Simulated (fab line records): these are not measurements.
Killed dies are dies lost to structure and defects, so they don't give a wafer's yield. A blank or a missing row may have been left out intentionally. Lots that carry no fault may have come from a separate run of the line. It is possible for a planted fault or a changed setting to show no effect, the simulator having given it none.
fab line records | flow n5_finfet
[record] lots = 24 wafers = 72 last_day = 17
route steps=1938 shown BEOL_M1@766
lots that met no fault: from a run of the same line without faults
start_h: start of the lot's first displayed wafer, in hours after the record's first day | wait_h: hours elapsed since this lot's preceding step | " repeats the value in the row above | L1.1+2: a row that stands for several wafers | - value missing, or start not given | * or withheld: withheld | < > ~ a bound
route shown NAME@n: a module of which the file shows steps, and the number in the route of the first | usual: the fault-free wafers' mean and standard deviation | same: alike in all rows | chamber/n: place in a boat | sites: readings site by site | _std_site: standard deviation of those values | _edge_site: inner sites' mean taken away from outer sites' mean | radius_mm: how far each site lies from the wafer's centre | mask NAME#n: copy n | behind: the last tool/chamber to shape the wafer | hold: cause of the lot's hold/its duration in hours/its outcome | device: whichever transistor did not switch (one of n, p or np) | end of line: the route-end tests of the same wafers | a step given without rows: its recipe and nothing more | killed: not the wafer's yield, but the dies lost to structure and defects at the first sort | map: per-die view of a wafer (x killed, . not killed, _ where there is no die)
set.NAME: the setting that was run; set.NAME@STEP: the one run at that earlier step | model.NAME: the simulator's own value behind a step, which no gauge read
the route's steps for a sample of lots (tables are steps, rows are wafers)
services: the hour from which a tool's chamber was out of use, counted from the record's first day as start_h (under 0 if before that day), plus the number of hours and why
[[steps]]
[step N5_BEOL_M1_INSPECT_13]
[recipe] mode = adi inspect_instrument = brightfield
[usual] raw_defect_count = 397/80
// columns lot.wafer tool chamber start_h wait_h raw_defect_count
L074.2 defect_inspect-01 - 124.58 0.0 274
L074.3 " - " " 257
L074.5 " - " " 280
L075.3 defect_inspect-01 - 128.26 0.0 462
L075.4 " - " " 340
L075.6 " - " " 534
L076.3 defect_inspect-02 - 137.19 0.0 256
L076.4 " - " " 296
L076.6 " - " " 320
L077.1 defect_inspect-02 - 143.16 0.1 278
L077.3 " - " " 372
L077.4 " - " " 346
L078.1 defect_inspect-02 - 152.20 0.1 283
L078.3 " - " " 312
L078.5 " - " " 314
L079.1 defect_inspect-01 - 156.52 0.1 542
L079.4 " - " " 382
L079.6 " - " " 533
L080.1 defect_inspect-02 - 163.22 0.1 451
L080.2 " - " " 360
L080.4 " - " " 426
L081.1 defect_inspect-01 - 167.93 0.1 462
L081.2 " - " " 354
L081.3 " - " " 427
L082.2 defect_inspect-01 - 179.15 0.0 341
L082.4 " - " " 487
L082.6 " - " " 362
L083.3 defect_inspect-02 - 184.40 0.0 440
L083.5 " - " " 422
L083.6 " - " " 468
L084.3 defect_inspect-01 - 185.47 0.0 474
L084.4 " - " " 424
L084.5 " - " " 532
L085.3 defect_inspect-02 - 198.39 0.0 399
L085.5 " - " " 344
L085.6 " - " " 386
L087.2 defect_inspect-02 - 201.87 0.0 426
L087.3 " - " " 421
L087.4 " - " " 429
L086.2 defect_inspect-01 - 202.37 0.0 340
L086.3 " - " " 322
L086.5 " - " " 335
L088.3 defect_inspect-02 - 205.73 0.0 488
L088.4 " - " " 406
L088.6 " - " " 454
L089.4 defect_inspect-01 - 209.55 0.0 316
L089.5 " - " " 390
L089.6 " - " " 595
L090.3 defect_inspect-02 - 225.41 0.0 411
L090.4 " - " " 401
L090.5 " - " " 453
L091.1 defect_inspect-02 - 227.15 0.1 359
L091.2 " - " " 374
L091.5 " - " " 330
L092.1 defect_inspect-01 - 230.70 0.1 385
L092.2 " - " " 412
L092.3 " - " " 427
L093.1 defect_inspect-02 - 234.52 0.1 372
L093.2 " - " " 373
L093.3 " - " " 381
L094.2 defect_inspect-02 - 239.23 0.0 343
L094.4 " - " " 273
L094.5 " - " " 336
L095.1 defect_inspect-01 - 246.59 0.1 422
L095.2 " - " " 295
L095.3 " - " " 377
L096.2 defect_inspect-02 - 251.64 0.0 262
L096.3 " - " " 358
L096.4 " - " " 508
L097.1 defect_inspect-02 - 258.98 0.1 420
L097.3 " - " " 498
L097.6 " - " " 437
[step N5_BEOL_M1_OVL_MEAS_29]
[recipe] points_per_wafer = 522
[usual] V0_OVL = 0.0/0.65
// columns lot.wafer tool chamber start_h wait_h V0_OVL[nm]
L074.2 overlay-02 0 125.44 0.0 -1.6
L074.3 " 0 " " -0.1
L074.5 " 0 " " 0.7
L075.3 overlay-02 0 129.21 0.0 -0.7
L075.4 " 0 " " -0.7
L075.6 " 0 " " 0.1
L076.3 overlay-02 0 138.14 0.0 -0.1
L076.4 " 0 " " -0.4
L076.6 " 0 " " -0.8
L077.1 overlay-02 0 144.35 0.0 -0.2
L077.3 " 0 " " -0.9
L077.4 " 0 " " 0.6
L078.1 overlay-01 0 153.01 0.0 -0.4
L078.3 " 0 " " 0.1
L078.5 " 0 " " -0.4
L079.1 overlay-02 0 157.46 0.0 0.2
L079.4 " 0 " " 0.6
L079.6 " 0 " " 0.8
L080.1 overlay-02 0 164.06 0.0 -0.1
L080.2 " 0 " " 0.4
L080.4 " 0 " " 0.2
L081.1 overlay-01 0 169.37 0.0 0.9
L081.2 " 0 " " 0.8
L081.3 " 0 " " 1.0
L082.2 overlay-02 0 180.06 0.0 -0.7
L082.4 " 0 " " -0.2
L082.6 " 0 " " -0.5
L083.3 overlay-02 0 185.48 0.0 -1.2
L083.5 " 0 " " -0.3
L083.6 " 0 " " -0.8
L084.3 overlay-02 0 186.53 0.0 -0.3
L084.4 " 0 " " -0.1
L084.5 " 0 " " 0.3
L085.3 overlay-01 0 199.24 0.0 0.9
L085.5 " 0 " " 0.3
L085.6 " 0 " " 0.8
L087.2 overlay-02 0 202.74 0.0 0.9
L087.3 " 0 " " 0.6
L087.4 " 0 " " 0.6
L086.2 overlay-01 0 203.34 0.0 -1.6
L086.3 " 0 " " -0.8
L086.5 " 0 " " -0.8
L088.3 overlay-01 0 206.75 0.0 0.4
L088.4 " 0 " " 0.9
L088.6 " 0 " " 0.1
L089.4 overlay-02 0 210.57 0.0 -0.4
L089.5 " 0 " " -0.4
L089.6 " 0 " " -1.8
L090.3 overlay-02 0 226.24 0.0 -0.1
L090.4 " 0 " " -0.7
L090.5 " 0 " " -0.9
L091.1 overlay-02 0 228.06 0.0 0.3
L091.2 " 0 " " -1.0
L091.5 " 0 " " -0.4
L092.1 overlay-02 0 232.11 0.0 0.4
L092.2 " 0 " " -1.0
L092.3 " 0 " " -0.4
L093.1 overlay-02 0 236.07 0.0 -0.5
L093.2 " 0 " " 0.3
L093.3 " 0 " " -0.1
L094.2 overlay-01 0 240.36 0.0 0.1
L094.4 " 0 " " -0.7
L094.5 " 0 " " 0.2
L095.1 overlay-02 0 247.45 0.0 -0.4
L095.2 " 0 " " 0.1
L095.3 " 0 " " -0.4
L096.2 overlay-01 0 252.46 0.0 0.6
L096.3 " 0 " " -0.6
L096.4 " 0 " " 0.1
L097.1 overlay-01 0 259.92 0.0 0.5
L097.3 " 0 " " 1.2
L097.6 " 0 " " 0.2
[step N5_BEOL_M1_ETCH_77]
[recipe] chemistry = N2/H2 target = underlayer target_depth_a = 65 mask_material = CAR-EUV time_s = 5.2 ion_energy_ev = 200 pressure_mtorr = 30 source_w = 840 bias_w = 150 n2_flow_sccm = 200 h2_flow_sccm = 200 ends = cleared
[usual] drypump_motor_current_A = 5.6/0.41 etch_rf_on_time_s = 5.17/0.12 oes_product_au = 0.70/0.059 rf_vpp_V = 524.2/2 showerhead_plenum_p_Torr = 2.56/0.059 throttle_valve_pct = 17.9/0.31
// columns lot.wafer tool chamber start_h wait_h drypump_motor_current_A etch_rf_on_time_s oes_product_au rf_hours_counter_h rf_vpp_V showerhead_plenum_p_Torr throttle_valve_pct
L074.2 rie_diel-04 1 125.56 0.0 6.5 5.13 0.78 24 524.6 2.57 17.8
L074.3 " 2 " " 5.3 5.25 0.59 240 525.9 2.62 18.0
L074.5 " 2 " " 5.3 5.25 0.58 - 528.1 2.62 18.0
L075.3 rie_diel-05 2 129.32 0.0 5.9 5.02 0.71 86 524.4 2.56 17.9
L075.4 " 3 " " 5.8 5.29 0.64 155 526.0 2.65 18.3
L075.6 " 0 " " 5.0 5.23 0.70 - 526.3 2.57 18.3
L076.3 rie_diel-05 1 138.25 0.0 5.9 5.28 0.74 30 520.8 2.48 17.5
L076.4 " 3 " " 5.8 5.41 0.64 157 525.3 2.65 18.3
L076.6 " 3 " " 5.8 5.42 0.63 - 525.1 2.65 18.3
L077.1 rie_diel-04 1 144.48 0.0 6.5 5.07 0.78 30 523.9 2.57 17.8
L077.3 " 0 " " 5.4 4.94 0.69 115 523.0 2.46 18.0
L077.4 " 2 " " 5.3 5.24 0.57 246 524.0 2.62 18.0
L078.1 rie_diel-05 2 153.13 0.0 6.0 5.08 0.71 93 525.7 2.56 17.9
L078.3 " 0 " " 5.0 5.30 0.69 117 523.4 2.57 18.3
L078.5 " 2 " " 6.0 5.13 0.69 - 525.8 2.56 17.9
L079.1 rie_diel-05 2 157.59 0.0 5.9 5.10 0.69 94 524.0 2.56 17.9
L079.4 " 0 " " 5.0 5.30 0.68 119 524.1 2.56 18.3
L079.6 " 1 " " 5.8 5.20 0.74 - 524.1 2.48 17.5
L080.1 rie_diel-05 0 164.19 0.0 5.0 5.24 0.68 121 522.9 2.56 18.3
L080.2 " 2 " " 5.9 5.09 0.69 96 523.0 2.56 17.9
L080.4 " 1 " " 5.8 5.22 0.75 36 522.3 2.48 17.5
L081.1 rie_diel-05 3 169.61 0.0 5.8 5.33 0.63 167 524.9 2.65 18.3
L081.2 " 2 " " 5.9 5.04 0.70 98 523.9 2.56 17.9
L081.3 " 1 " " 5.8 5.21 0.74 38 521.1 2.48 17.5
L082.2 rie_diel-04 1 180.18 0.0 6.5 5.09 0.75 43 526.6 2.57 17.8
L082.4 " 0 " " 5.4 4.98 0.68 128 521.0 2.46 18.0
L082.6 " 2 " " 5.2 5.04 0.84 - 526.6 2.62 17.6
L083.3 rie_diel-05 3 185.70 0.0 5.9 5.32 0.64 171 525.9 2.65 18.4
L083.5 " 1 " " 5.9 5.14 0.73 - 521.4 2.47 17.5
L083.6 " 0 " " 5.0 5.26 0.67 - 522.6 2.56 18.3
L084.3 rie_diel-05 3 186.82 0.0 5.9 5.25 0.64 171 524.3 2.64 18.3
L084.4 " 0 " " 5.0 5.20 0.68 127 525.8 2.56 18.3
L084.5 " 0 " " 5.0 5.22 0.67 - 522.8 2.56 18.3
L085.3 rie_diel-05 1 199.44 0.0 5.9 5.18 0.73 45 522.9 2.47 17.5
L085.5 " 1 " " 5.9 5.12 0.72 - 519.8 2.47 17.5
L085.6 " 2 " " 6.0 5.06 0.68 - 521.4 2.55 17.9
L087.2 rie_diel-05 0 202.86 0.0 4.9 5.37 0.67 134 525.5 2.56 18.3
L087.3 " 2 " " 5.9 5.08 0.68 108 524.3 2.55 17.9
L087.4 " 3 " " 5.8 5.39 0.62 178 525.8 2.64 18.4
L086.2 rie_diel-05 3 203.46 0.0 5.9 5.37 0.62 178 528.7 2.64 18.3
L086.3 " 0 " " 5.0 5.31 0.67 134 522.7 2.56 18.3
L086.5 " 1 " " 5.8 5.19 0.73 - 521.8 2.47 17.5
L088.3 rie_diel-04 2 206.89 0.0 5.3 5.08 0.81 11 526.3 2.61 17.6
L088.4 " 3 " " 5.4 5.19 0.74 39 524.7 2.59 17.7
L088.6 " 2 " " 5.3 5.06 0.81 - 525.3 2.61 17.6
L089.4 rie_diel-05 0 210.71 0.0 5.0 5.29 0.66 137 524.3 2.56 18.3
L089.5 " 1 " " 5.8 5.19 0.72 - 522.1 2.47 17.5
L089.6 " 2 " " 6.0 5.06 0.69 - 523.9 2.55 17.9
L090.3 rie_diel-05 1 226.35 0.0 5.8 5.21 0.71 53 520.6 2.47 17.5
L090.4 " 2 " " 5.9 5.12 0.68 116 523.7 2.55 17.9
L090.5 " 2 " " 5.9 5.09 0.68 - 523.7 2.55 17.9
L091.1 rie_diel-04 0 228.18 0.0 5.4 5.00 0.66 144 521.2 2.45 18.0
L091.2 " 1 " " 6.5 5.09 0.74 58 525.5 2.56 17.8
L091.5 " 3 " " 5.4 5.08 0.77 - 527.0 2.59 17.7
L092.1 rie_diel-04 0 232.44 0.0 5.4 5.07 0.65 146 521.6 2.45 18.1
L092.2 " 3 " " 5.4 5.11 0.73 47 525.8 2.59 17.7
L092.3 " 1 " " 6.5 5.05 0.73 60 526.6 2.56 17.8
L093.1 rie_diel-04 2 236.19 0.0 5.2 4.99 0.79 20 525.9 2.61 17.6
L093.2 " 1 " " 6.4 5.03 0.73 61 523.7 2.56 17.8
L093.3 " 3 " " 5.4 5.02 0.76 48 522.3 2.59 17.7
L094.2 rie_diel-05 2 240.48 0.0 6.0 5.14 0.68 119 525.5 2.55 17.9
L094.4 " 1 " " 5.8 5.16 0.72 58 523.2 2.47 17.5
L094.5 " 2 " " 6.0 5.11 0.66 - 523.1 2.55 17.9
L095.1 rie_diel-05 3 247.58 0.0 5.8 5.36 0.62 191 525.0 2.64 18.4
L095.2 " 0 " " 5.0 5.17 0.66 148 522.5 2.55 18.3
L095.3 " 2 " " 6.0 5.05 0.67 121 521.8 2.55 17.9
L096.2 rie_diel-04 2 252.58 0.0 5.2 5.03 0.78 25 528.2 2.61 17.6
L096.3 " 1 " " 6.5 5.11 0.73 65 525.6 2.56 17.8
L096.4 " 3 " " 5.4 5.13 0.75 53 524.1 2.58 17.7
L097.1 rie_diel-02 2 260.05 0.0 5.9 5.20 0.62 169 526.6 2.54 18.4
L097.3 " 0 " " 6.2 5.24 0.56 283 525.0 2.58 18.1
L097.6 " 2 " " 5.9 5.23 0.62 - 522.7 2.54 18.4
[step N5_BEOL_M1_ETCHBACK_99]
[recipe] chemistry = CHF3 target = SiO2 target_depth_a = 50 time_s = 10.4 source_w = 215 bias_w = 47 Ar_flow_sccm = 200 CHF3_flow_sccm = 12 ion_energy_ev = 100 pressure_mtorr = 30
[usual] drypump_motor_current_A = 5.7/0.42 oes_product_au = 0.79/0.078 rf_vpp_V = 240/4.9 showerhead_plenum_p_Torr = 2.16/0.06 throttle_valve_pct = 17.23/0.27
// columns lot.wafer tool chamber start_h wait_h drypump_motor_current_A oes_product_au rf_hours_counter_h rf_vpp_V showerhead_plenum_p_Torr throttle_valve_pct
L074.2 rie_diel-04 2 127.11 1.4 5.3 0.68 240 244 2.22 17.14
L074.3 " 0 " " 5.4 0.80 110 235 2.08 16.99
L074.5 " 0 " " 5.4 0.80 - 236 2.08 16.99
L075.3 rie_diel-05 1 130.58 1.1 5.8 0.89 27 243 2.13 16.90
L075.4 " 0 " " 5.0 0.81 112 234 2.18 17.48
L075.6 " 2 " " 5.9 0.81 - 234 2.18 17.12
L076.3 rie_diel-05 0 139.17 0.8 5.0 0.81 114 233 2.18 17.48
L076.4 " 1 " " 5.9 0.88 30 242 2.13 16.89
L076.6 " 0 " " 5.0 0.80 - 231 2.18 17.48
L077.1 rie_diel-04 1 144.70 0.1 6.4 0.91 30 240 2.18 17.03
L077.3 " 3 " " 5.4 0.92 17 243 2.19 16.78
L077.4 " 0 " " 5.4 0.79 115 236 2.08 17.00
L078.1 rie_diel-05 1 155.43 0.7 5.8 0.87 34 243 2.12 16.91
L078.3 " 3 " " 5.8 0.74 162 245 2.26 17.52
L078.5 " 3 " " 5.9 0.75 - 246 2.26 17.53
L079.1 rie_diel-05 2 159.52 0.7 5.9 0.81 95 234 2.18 17.13
L079.4 " 1 " " 5.9 0.87 35 244 2.12 16.90
L079.6 " 3 " " 5.8 0.74 - 246 2.26 17.55
L081.1 rie_diel-02 1 171.08 1.2 6.3 0.66 273 235 2.01 17.32
L081.2 " 0 " " 6.1 0.68 248 243 2.21 17.42
L081.3 " 3 " " 5.7 0.69 249 243 2.10 17.38
L080.1 rie_diel-05 2 176.38 12.0 5.9 0.81 99 233 2.18 17.14
L080.2 " 3 " " 5.8 0.75 168 245 2.26 17.54
L080.4 " 0 " " 4.9 0.79 124 233 2.17 17.50
L082.2 rie_diel-02 0 180.57 0.2 6.1 0.67 252 244 2.21 17.44
L082.4 " 0 " " 6.1 0.68 - 244 2.21 17.44
L082.6 " 0 " " 6.1 0.68 - 244 2.21 17.45
L083.3 rie_diel-05 2 186.38 0.1 5.9 0.80 102 234 2.18 17.13
L083.5 " 0 " " 5.0 0.79 - 232 2.17 17.50
L083.6 " 3 " " 5.9 0.73 - 246 2.26 17.55
L084.3 rie_diel-04 0 187.94 0.8 5.4 0.78 131 236 2.08 17.05
L084.4 " 2 " " 5.2 0.97 4 243 2.21 16.70
L084.5 " 0 " " 5.4 0.78 - 233 2.08 17.03
L085.3 rie_diel-04 1 201.35 1.8 6.4 0.87 50 242 2.17 17.07
L085.5 " 2 " " 5.2 0.95 - 245 2.21 16.72
L085.6 " 1 " " 6.5 0.86 - 240 2.17 17.06
L087.2 rie_diel-04 1 206.97 4.0 6.5 0.87 53 241 2.17 17.07
L087.3 " 2 " " 5.3 0.94 11 245 2.21 16.73
L087.4 " 0 " " 5.4 0.77 137 235 2.07 17.05
L086.2 rie_diel-05 3 207.10 3.4 5.8 0.73 179 245 2.25 17.56
L086.3 " 0 " " 5.0 0.78 135 233 2.17 17.50
L086.5 " 0 " " 5.0 0.77 - 232 2.17 17.51
L088.3 rie_diel-04 0 207.80 0.8 5.4 0.77 138 235 2.07 17.04
L088.4 " 1 " " 6.5 0.86 53 240 2.17 17.06
L088.6 " 0 " " 5.4 0.76 - 235 2.07 17.06
L089.4 rie_diel-05 3 211.19 0.3 5.9 0.72 180 246 2.25 17.57
L089.5 " 2 " " 5.9 0.79 - 234 2.17 17.16
L089.6 " 3 " " 5.9 0.74 - 245 2.25 17.58
L090.3 rie_diel-02 0 226.58 0.1 6.1 0.66 273 243 2.21 17.48
L090.4 " 3 " " 5.7 0.67 - 244 2.10 17.39
L090.5 " 0 " " 6.1 0.67 - 243 2.21 17.50
L091.1 rie_diel-02 2 230.40 2.1 6.0 0.73 156 244 2.16 17.45
L091.2 " 0 " " 6.1 0.67 275 241 2.21 17.48
L091.5 " 2 " " 5.9 0.73 - 245 2.16 17.47
L092.1 rie_diel-02 3 233.62 1.0 5.7 0.67 259 246 2.10 17.38
L092.2 " 2 " " 5.9 0.73 158 245 2.16 17.47
L092.3 " 3 " " 5.7 0.67 - 244 2.10 17.40
L093.1 rie_diel-05 1 236.97 0.5 5.8 0.83 57 244 2.12 16.96
L093.2 " 3 " " 5.8 0.73 189 247 2.25 17.58
L093.3 " 0 " " 5.0 0.79 145 233 2.17 17.52
L094.2 rie_diel-05 2 242.48 1.8 5.9 0.79 120 235 2.17 17.18
L094.4 " 0 " " 5.0 0.77 146 233 2.17 17.55
L094.5 " 2 " " 5.9 0.78 - 235 2.17 17.17
L095.1 rie_diel-05 1 249.85 1.6 5.8 0.84 61 243 2.11 16.96
L095.2 " 2 " " 5.9 0.78 122 234 2.17 17.19
L095.3 " 3 " " 5.8 0.71 192 246 2.25 17.59
L096.2 rie_diel-04 2 257.44 4.7 5.3 0.91 26 242 2.20 16.74
L096.3 " 3 " " 5.4 0.87 53 243 2.18 16.86
L096.4 " 1 " " 6.4 0.84 65 241 2.17 17.09
L097.1 rie_diel-05 3 261.29 0.7 5.8 0.72 196 244 2.25 17.58
L097.3 " 1 " " 5.9 0.82 64 242 2.11 16.97
L097.6 " 0 " " 5.0 0.77 - 233 2.16 17.53
[step N5_BEOL_M1_ALD_84]
[recipe] material = TaN target_thk_a = * temp_c = 275 ald_precursor_family = PDMAT ald_co_reactant = NH3 pressure_torr = 3 carrier_flow_sccm = 1500 pulse_time_s = 2 purge_time_s = 3 co_reactant_purge_time_s = 2 co_reactant_pulse_time_s = 3 ald_cycles = 30 precursor_vessel_temp_c = 75 precursor_vessel_pressure_torr = 26.25 precursor_vessel_carrier_sccm = 1000
[usual] heater_power_outer_w = 242/27 heater_power_w = 444/60
[same] pulse_time_s = 2 purge_time_s = 3
// columns lot.wafer tool chamber start_h wait_h heater_power_outer_w heater_power_w
L074.2 ald_metal-03 2 127.91 0.1 256 425
L074.3 " 1 " " 221 388
L074.5 " 1 " " 221 388
L075.3 ald_metal-03 2 131.75 0.0 253 428
L075.4 " 1 " " 213 392
L075.6 " 2 " " 248 423
L076.3 ald_metal-04 1 140.02 0.0 300 550
L076.4 " 3 " " 199 371
L076.6 " 0 " " 242 389
L077.1 ald_metal-01 0 145.49 0.0 217 413
L077.3 " 2 " " 214 404
L077.4 " 1 " " 232 419
L078.1 ald_metal-04 0 156.35 0.1 244 395
L078.3 " 1 " " 294 562
L078.5 " 2 " " 238 474
L079.1 ald_metal-03 0 161.05 0.1 266 531
L079.4 " 3 " " 244 466
L079.6 " 1 " " 218 385
L081.1 ald_metal-04 0 171.97 0.1 246 409
L081.2 " 2 " " 233 475
L081.3 " 1 " " 295 553
L080.1 ald_metal-03 1 177.43 0.1 213 391
L080.2 " 3 " " 241 466
L080.4 " 2 " " 252 432
L082.2 ald_metal-04 0 182.02 0.1 242 403
L082.4 " 3 " " 195 377
L082.6 " 1 " " 290 550
L083.3 ald_metal-03 3 187.64 0.1 239 453
L083.5 " 2 " " 255 415
L083.6 " 3 " " 237 463
L084.3 ald_metal-04 3 188.71 0.0 196 364
L084.4 " 2 " " 242 464
L084.5 " 1 " " 301 565
L085.3 ald_metal-03 2 202.48 0.0 254 415
L085.5 " 0 " " 260 507
L085.6 " 1 " " 220 393
L086.2 ald_metal-04 1 208.07 0.0 297 560
L086.3 " 3 " " 189 376
L086.5 " 0 " " 247 403
L087.2 ald_metal-04 2 208.46 0.0 234 473
L087.3 " 3 " " 196 367
L087.4 " 1 " " 293 560
L088.3 ald_metal-03 2 208.64 0.0 262 425
L088.4 " 0 " " 259 515
L088.6 " 0 " " 272 508
L089.4 ald_metal-04 3 211.94 0.1 198 369
L089.5 " 1 " " 299 555
L089.6 " 0 " " 245 406
L090.3 ald_metal-03 1 227.49 0.1 218 389
L090.4 " 3 " " 236 467
L090.5 " 3 " " 235 472
L091.1 ald_metal-03 0 231.39 0.0 260 531
L091.2 " 1 " " 214 387
L091.5 " 3 " " 239 469
L092.1 ald_metal-04 3 234.50 0.0 202 374
L092.2 " 0 " " 242 386
L092.3 " 1 " " 294 560
L093.1 ald_metal-01 2 238.15 0.1 222 383
L093.2 " 0 " " 216 398
L093.3 " 1 " " 229 409
L094.2 ald_metal-04 0 243.59 0.0 247 402
L094.4 " 1 " " 300 568
L094.5 " 1 " " 296 553
L095.1 ald_metal-03 0 250.77 0.1 266 523
L095.2 " 3 " " 237 465
L095.3 " 2 " " 249 429
L096.2 ald_metal-04 1 258.43 0.0 299 565
L096.3 " 0 " " 244 397
L096.4 " 3 " " 189 379
L097.1 ald_metal-03 0 262.27 0.1 259 512
L097.3 " 1 " " 216 380
L097.6 " 2 " " 249 420
[step N5_BEOL_M1_ANNEAL_49]
[recipe] temp_c = 400 time_s = 240 ambient = vacuum
[usual] heater_power_w = 852/79
// columns lot.wafer tool chamber start_h wait_h heater_power_w
L074.2 pvd_sputter-01 - 128.54 0.0 807
L074.3 " - " " 813
L074.5 " - " " 847
L075.3 pvd_sputter-02 - 132.46 0.0 851
L075.4 " - " " 802
L075.6 " - " " 853
L076.3 pvd_sputter-03 - 140.58 0.0 925
L076.4 " - " " 737
L076.6 " - " " 899
L077.1 pvd_sputter-01 - 146.02 0.0 848
L077.3 " - " " 781
L077.4 " - " " 903
L078.1 pvd_sputter-01 - 157.09 0.0 816
L078.3 " - " " 791
L078.5 " - " " 847
L079.1 pvd_sputter-03 - 161.62 0.0 714
L079.4 " - " " 873
L079.6 " - " " 756
L081.1 pvd_sputter-02 - 172.67 0.0 873
L081.2 " - " " 862
L081.3 " - " " 958
L080.1 pvd_sputter-01 - 178.13 0.0 802
L080.2 " - " " 843
L080.4 " - " " 885
L082.2 pvd_sputter-03 - 182.75 0.0 994
L082.4 " - " " 704
L082.6 " - " " 1001
L083.3 pvd_sputter-01 - 188.53 0.0 831
L083.5 " - " " 807
L083.6 " - " " 895
L084.3 pvd_sputter-02 - 189.47 0.0 774
L084.4 " - " " 863
L084.5 " - " " 865
L085.3 pvd_sputter-03 - 203.22 0.0 984
L085.5 " - " " 899
L085.6 " - " " 986
L086.2 pvd_sputter-03 - 208.79 0.0 981
L086.3 " - " " 703
L086.5 " - " " 714
L087.2 pvd_sputter-01 - 209.25 0.0 790
L087.3 " - " " 813
L087.4 " - " " 868
L088.3 pvd_sputter-02 - 209.52 0.0 818
L088.4 " - " " 860
L088.6 " - " " 850
L089.4 pvd_sputter-02 - 212.90 0.0 817
L089.5 " - " " 867
L089.6 " - " " 995
L090.3 pvd_sputter-03 - 228.35 0.0 883
L090.4 " - " " 1006
L090.5 " - " " 907
L091.1 pvd_sputter-02 - 232.10 0.0 871
L091.2 " - " " 924
L091.5 " - " " 833
L092.1 pvd_sputter-02 - 236.09 0.0 887
L092.2 " - " " 936
L092.3 " - " " 797
L093.1 pvd_sputter-02 - 238.93 0.0 827
L093.2 " - " " 961
L093.3 " - " " 833
L094.2 pvd_sputter-02 - 244.33 0.0 840
L094.4 " - " " 851
L094.5 " - " " 958
L095.1 pvd_sputter-01 - 251.47 0.0 798
L095.2 " - " " 803
L095.3 " - " " 876
L096.2 pvd_sputter-03 - 259.01 0.0 699
L096.3 " - " " 899
L096.4 " - " " 728
L097.1 pvd_sputter-02 - 263.14 0.0 880
L097.3 " - " " 811
L097.6 " - " " 963
[[services]]
// columns tool chamber start_h hours kind
ald_metal-04 2 108.20 2.9 repair
ald_metal-03 0 127.49 7.0 repair
rie_diel-04 2 157.48 - clean
rie_diel-04 2 157.48 - consumable_replace:focus_ring
rie_diel-04 2 157.48 18.5 scheduled_down
rie_diel-04 2 157.48 18.5 vent_cycle
rie_diel-05 1 190.32 5.2 repair
ald_metal-04 - 200.52 0.5 repair
ald_metal-01 2 230.46 4.9 repair
rie_diel-05 2 233.75 3.4 repair
ald_metal-03 - 235.33 6.0 pm
rie_diel-02 1 255.03 - clean
rie_diel-02 1 255.03 - consumable_replace:focus_ring
rie_diel-02 1 255.03 - consumable_replace:showerhead
rie_diel-02 1 255.03 15.8 scheduled_down
rie_diel-02 1 255.03 15.8 vent_cycle
rie_diel-02 - 256.05 0.7 repair
rie_diel-02 0 260.26 18.6 repair
[[key]]
fault none
